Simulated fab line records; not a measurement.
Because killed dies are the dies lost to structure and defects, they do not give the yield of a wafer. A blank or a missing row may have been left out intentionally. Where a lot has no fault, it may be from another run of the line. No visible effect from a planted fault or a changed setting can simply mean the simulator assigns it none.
A lot that was struck, set against a sound lot	flow n5-finfet	23 out of 1938 route steps
Sound: wafers L933.3, L933.4, L933.6. Struck: wafers L943.3, L943.5, L943.6. At the end, the cause is stated.
Order at every step that has rows: each side's tool, ch and its chambers, its first start. Under that, the readings that differ: sound wafers	struck wafers	difference of the means	sigmas: that difference in standard deviations of wafers without a fault.
alike: same words and numbers on both sides, and readings whose means sit less than 2 such deviations apart. not compared: any withheld reading, any reading some wafer has no value for, any bound like >300 that may hide the same value, and any number with overlapping values for which the record gives no deviation.
The two part at a step that has a row with sigmas, a row that says differs or no value, or rows on one side only. Numbers that don't overlap but have no deviation are shown without sigmas and don't part them. A reading missing from all wafers of one side parts the sides only when that side holds two or more wafers.

first, 9 steps without rows for these wafers: N5_GATE_CUT_DESCUM_18 (chemistry O2, time 7 s); N5_GATE_CUT_ETCH_28 (etches underlayer in N2/H2, target depth 13 nm, time 10.4 s); N5_GATE_CUT_ETCH_36 (etches SiARC in CF4, target depth 13 nm, time 21.7 s); N5_GATE_CUT_ETCH_37 (etches SOC in N2/H2, target depth 60 nm, overetch 12 nm, time 90 s); N5_GATE_CUT_STRIP_38 (strips in N2/H2); N5_GATE_CUT_STRIP_39 (strips in N2/H2); N5_GATE_CUT_HM_OPEN_40 (chemistry C4F6/O2, target SiO2, target depth 139 nm, time 85.1 s); N5_GATE_CUT_STRIP_41 (strips in CF4); N5_GATE_CUT_STRIP_42 (strips in O2).
N5_GATE_CUT_ETCH_19: etches SiNx in CH3F/O2, target depth 53.7 nm, time 76.7 s.
  sound on rie-diel-06 ch 1,2, day 7 02:25; struck on rie-diel-01 ch 0,3, day 9 12:24
  no value came back on the struck wafers for any of 8 readings (CH3F_flow_sccm (sccm), O2_flow_sccm (sccm) and others); on the sound wafers CH3F_flow_sccm (sccm) reads 29.90 29.93 29.95
reading	sound	struck	difference	sigmas
model.SiO2_of_GATE_CUT_HM_DEP_46.thk-nm (nm)	127.6 127.4 126	128.6 130.4 130.8	+2.9	
  not compared: rf-hours-counter-h
N5_GATE_CUT_CUT_ETCH_53: etches W in SF6/Cl2, target depth 79.2 nm.
  sound on rie-metal-03 ch 1, day 7 02:34; struck on rie-metal-03 ch 0,1, day 9 12:31
reading	sound	struck	difference	sigmas
etch-rf-on-time-s (s)	26.2 26.3 26.4	34.3 34.3 34.3	+8.0	+22
oes-product-au (a.u.)	0.82 0.83 0.83	0.34 0.30 0.33	-0.50	-6
throttle-valve-pct (%)	28.79 28.78 28.79	27.41 27.52 27.39	-1.35	-4
  alike: SF6_flow_sccm, bias-w, drypump-motor-current-A
  not compared: rf-hours-counter-h
N5_GATE_CUT_CUT_ETCH_54: etches TiN in Cl2/BCl3, target depth 96.7 nm.
  sound on rie-metal-03 ch 1, day 7 02:41; struck on rie-metal-03 ch 0,1, day 9 12:35
reading	sound	struck	difference	sigmas
etch-rf-on-time-s (s)	37.3 36.9 37.1	47.9 47.9 47.9	+10.8	+20
oes-product-au (a.u.)	0.82 0.82 0.82	0.33 0.31 0.34	-0.49	-6
throttle-valve-pct (%)	22.15 22.15 22.16	22.68 22.79 22.69	+0.57	+2
  alike: bcl3-flow-sccm, bias-w, drypump-motor-current-A
  not compared: rf-hours-counter-h
then, 8 steps without rows for these wafers: N5_GATE_CUT_ETCH_47 (etches SiO2 in Cl2/BCl3, target depth 10 nm); N5_GATE_CUT_VAPOR_ETCH_48 (etches TiN in BCl3/Cl2); N5_GATE_CUT_VAPOR_ETCH_49 (etches TiAlC in BCl3/Cl2); N5_GATE_CUT_VAPOR_ETCH_51 (etches HfO2 in BCl3/Cl2); N5_GATE_CUT_STRIP_21 (strips in N2/H2, time 30 s); N5_GATE_CUT_STRIP_29 (strips in post etch residue remover, time 60 s); N5_GATE_CUT_SRD_52 (time 30 s); N5_GATE_CUT_ALD_22 (deposits SiNx, target thk 16 nm, pulse time 1 s, ald cycles 320).
N5_GATE_CUT_CMP_23: polishes, stops on SiO2, t overpolish 23.4 s, target thk 16 nm.
  sound on cmp-03 ch 0,2,3, day 7 04:44; struck on cmp-04 ch 2,3, day 9 14:26
reading	sound	struck	difference	sigmas
model.SiO2_of_GATE_CUT_HM_DEP_46.thk-nm (nm)	106.6 106.2 104.8	107.4 109.2 109.8	+2.9	
  alike: motor-current-A, platen-rpm
N5_BEOL_M4_RC_MEAS_101:
  the record has rows for the sound wafers here (prober-02 ch 0, day 11 08:16) and none for the struck ones
N5_PASSIVATION_PROBE_49:
  rows exist in the record for the sound wafers here (prober-01, day 16 01:33), none for the struck ones

## WHERE THEY PART
Last at N5_PASSIVATION_PROBE_49 as far as this record goes, first at N5_GATE_CUT_ETCH_19.

WHY: the cause the simulator had injected
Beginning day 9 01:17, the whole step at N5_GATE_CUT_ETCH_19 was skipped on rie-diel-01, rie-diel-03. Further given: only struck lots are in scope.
